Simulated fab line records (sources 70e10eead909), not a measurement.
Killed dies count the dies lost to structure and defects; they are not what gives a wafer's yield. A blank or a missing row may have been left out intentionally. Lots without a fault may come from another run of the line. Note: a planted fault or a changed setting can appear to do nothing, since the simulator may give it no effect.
Matching of chambers | flow nand_harc | 4 sister chambers for NHARC_P_GATE_ETCH_104 on rie_diel-01
The step etches the open film in CF4/CHF3, target depth 60 nm. 4 wafers are shown with their chamber, then 11 later ones without.

== WAFERS, EACH WITH ITS CHAMBER ==
wafer  | chamber | showerhead_plenum_p_Torr (Torr)
L087.4 | 3       | 1.65
L089.1 | 2       | 1.52
L089.6 | 0       | 1.60
L088.1 | 1       | 1.51

== WAFERS WHOSE CHAMBER IS MISSING ==
wafer  | showerhead_plenum_p_Torr (Torr)
L088.2 | 1.65
L088.5 | 1.52
L091.1 | 1.65
L091.2 | 1.51
L091.3 | 1.61
L090.2 | 1.51
L090.3 | 1.52
L090.6 | 1.52
L093.2 | 1.65
L093.3 | 1.52
L093.6 | 1.51

== CHAMBER TAKEN BY EACH ==
wafer  | from the rows above | in truth
L088.2 | 3                   | 3
L088.5 | 2                   | 2
L091.1 | 3                   | 3
L091.2 | 1                   | 1
L091.3 | 0                   | 0
L090.2 | 1                   | 1
L090.3 | 2                   | 2
L090.6 | 2                   | 2
L093.2 | 3                   | 3
L093.3 | 2                   | 2
L093.6 | 1                   | 1
Placed correctly: 11 of 11. From these rows, 0 cannot be placed. 0 placed wrongly.
How it was worked out, from the rows above alone: a wafer's distance from a chamber is the root of the sum, over the readings, of the square of ((its reading less the chamber's mean) divided by the reading's scatter). The wafer belongs to the nearest chamber; if the next one is less than 2 further off, it can't be placed. For every chamber, the mean is computed from those of its wafers that are shown. The scatter: with one shown wafer a chamber, the root of the mean of the squares of how far each hidden wafer lies from its nearest shown one.
